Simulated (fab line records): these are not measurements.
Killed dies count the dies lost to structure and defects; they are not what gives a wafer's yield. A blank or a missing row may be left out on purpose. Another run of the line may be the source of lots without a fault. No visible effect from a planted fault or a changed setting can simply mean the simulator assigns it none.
What tool caused it? -- flow n5_finfet -- 30 wafers sampled from 10 lots at 1 step of a route of 1938

WHAT THE GAUGES SHOWED, per wafer
N5_BEOL_M4_RC_MEAS_101.
lot,measured,on,DIBL_N (mV/V)
L232,day 9 02:06,prober-02,34.1 33.4 34.4
L233,day 9 08:19,prober-01,37.3 35.1 38.7
L239,day 10 11:12,prober-02,35.7 37.4 37.4
L238,day 10 15:32,prober-02,35.5 36.2 35.2
L240,day 10 20:38,prober-01,35.1 35.7 35.5
L247,day 12 15:20,prober-01,34.7 35.2 34.3
L249,day 13 15:25,prober-01,33.7 33.9 34.0
L248,day 13 16:50,prober-02,34.6 36.1 35.8
L251,day 14 01:19,prober-02,37.1 36.4 36.6
L252,day 14 04:28,prober-02,34.8 35.1 36.2

TOOL THAT RAN EACH LOT (tool first, then ch and the chambers of the sampled wafers, then the start)
Before these readings, the record contains no process step.

THE ANSWER, worked out from the rows above alone
Rule: usual is defined by the lots themselves. Put in order of their means at a reading, lots are off if they are a third of the lots or fewer, leave a main group of 4 or more, and stand apart from it by a gap of 3 or more times the standard deviation of the main group's means; of several such gaps the widest counts. The tables above print the reading to a certain number of digits; a main group whose means all agree to those digits is not used. Also off: a lot with no number at a reading for which 4 or more lots have one. Where the step has rows for the other lots, those lots are counted as sound.
No lot is off at any reading shown: from this, nothing can be told.

WHAT THE SIMULATOR HAD INSERTED
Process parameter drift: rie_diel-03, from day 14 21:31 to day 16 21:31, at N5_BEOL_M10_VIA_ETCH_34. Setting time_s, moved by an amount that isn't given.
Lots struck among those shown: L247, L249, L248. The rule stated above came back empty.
